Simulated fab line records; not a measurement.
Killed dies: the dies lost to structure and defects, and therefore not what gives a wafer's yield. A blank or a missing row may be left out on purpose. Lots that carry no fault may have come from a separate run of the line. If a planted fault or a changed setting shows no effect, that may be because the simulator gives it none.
Comparing a struck lot with a sound one ; flow nandHarc ; 15 steps out of a route of 1302
Sound: the wafers L396.1, L396.3, L396.5. Wafers struck: L403.1, L403.4, L403.5. The cause is given at the end.
For every step that has rows: the tool of each side, followed by ch and its chambers, followed by its first start. Under that, the readings that differ: sound wafers ; struck wafers ; difference of the means ; sigmas: that difference in standard deviations of wafers without a fault.
alike: words and numbers the same on both sides, and readings whose means are apart by under 2 such deviations; not compared: readings that were withheld, readings missing a value for some wafer, numbers with overlapping values and no deviation given by the record, and bounds like >300 which may hide the same value.
A row with sigmas, a row that says differs or no value, or rows on one side alone: a step with any of these is where the two part. Numbers that don't overlap but have no deviation are shown without sigmas and don't part them. A reading that every wafer of one side lacks parts them only if that side has two wafers or more.

first, 2 steps without rows for these wafers: NHARC_A_CONTACT_STRIP_100 (strips in CF4/CHF3); NHARC_A_CONTACT_STRIP_101 (strips in O2/COS).
NHARC_A_CONTACT_ETCH_102: etches the open film in CF4/O2, target depth 100 nm, overetch 10 nm, time 55 s.
  sound on rieDiel-12 ch 1,3, day 22 11:27; struck on rieDiel-12 ch 0,2,3, day 25 19:03
  alike: chamberPressureMTorr, drypumpMotorCurrentA, oesProductAu, rfVppV, showerheadPlenumPTorr, throttleValvePct
  not compared: rfHoursCounterH
NHARC_A_CONTACT_STRIP_55: strips in O2.
  sound on rieDiel-12 ch 0,1,2; struck on rieDiel-12 ch 0,2
  alike: chamberPressureMTorr, drypumpMotorCurrentA, oesProductAu, rfVppV, showerheadPlenumPTorr, throttleValvePct
  not compared: rfHoursCounterH
then, 1 step without rows for these wafers: NHARC_A_CONTACT_STRIP_56 (strips in post etch residue remover, time 600 s).
NHARC_A_CONTACT_DEP_57: deposits aC, target thk 5300 nm.
  sound on aclDep-02 ch 0, day 22 12:46; struck on aclDep-02 ch 0, day 25 19:45
  alike: throttleValvePct
  not compared: susceptorTempC
NHARC_A_CONTACT_DEP_58: deposits SiON, target thk 90 nm.
  sound on pecvd-04 ch 0,1,2, day 22 15:58; struck on pecvd-04 ch 0,1,2, day 25 23:01
  alike: heaterPowerW, susceptorTempC
  not compared: sinceWetCleanH
then, 5 steps without rows for these wafers: NHARC_A_CONTACT_DEHYDRATE_59 (time 120 s); NHARC_A_CONTACT_HMDS_60 (time 30 s); NHARC_A_CONTACT_COAT_61 (time 75 s); NHARC_A_CONTACT_COAT_62 (time 65 s); NHARC_A_CONTACT_COAT_63 (resist thk 90 nm).
NHARC_A_CONTACT_SOFTBAKE_64: time 55 s.
  sound on lithoTrack-04 ch 0, day 22 16:00; struck on lithoTrack-04 ch 0, day 25 23:00
reading;sound;struck;difference;sigmas
heaterPowerTotalW (W);188.35 188.39 188.48;192.75 192.92 192.86;+4.44;+32
next, for these wafers, 1 step has no rows: NHARC_A_CONTACT_EBR_65.
-- record jumps: 3 days between struck wafers' starts before vs after; left off in module A_CONTACT, resumes in module END, first step shown is number 1302 of the route --
NHARC_END_SORT_01:
  sound on prober-02 ch 0, day 24 23:11; struck on prober-02 ch 0, day 28 14:04
  alike: killedAtArray, killedAtOther, killedAtPeriphery, killedDies, killedOpen, killedShort

WHERE THEY PART
At NHARC_A_CONTACT_SOFTBAKE_64 and nowhere else, as far as this record goes. Later steps at which nothing parts them and some readings are alike: NHARC_END_SORT_01.

WHY: what the simulator had put in
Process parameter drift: lithoTrack-04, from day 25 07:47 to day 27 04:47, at NHARC_A_CONTACT_SOFTBAKE_64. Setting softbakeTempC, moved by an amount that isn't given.
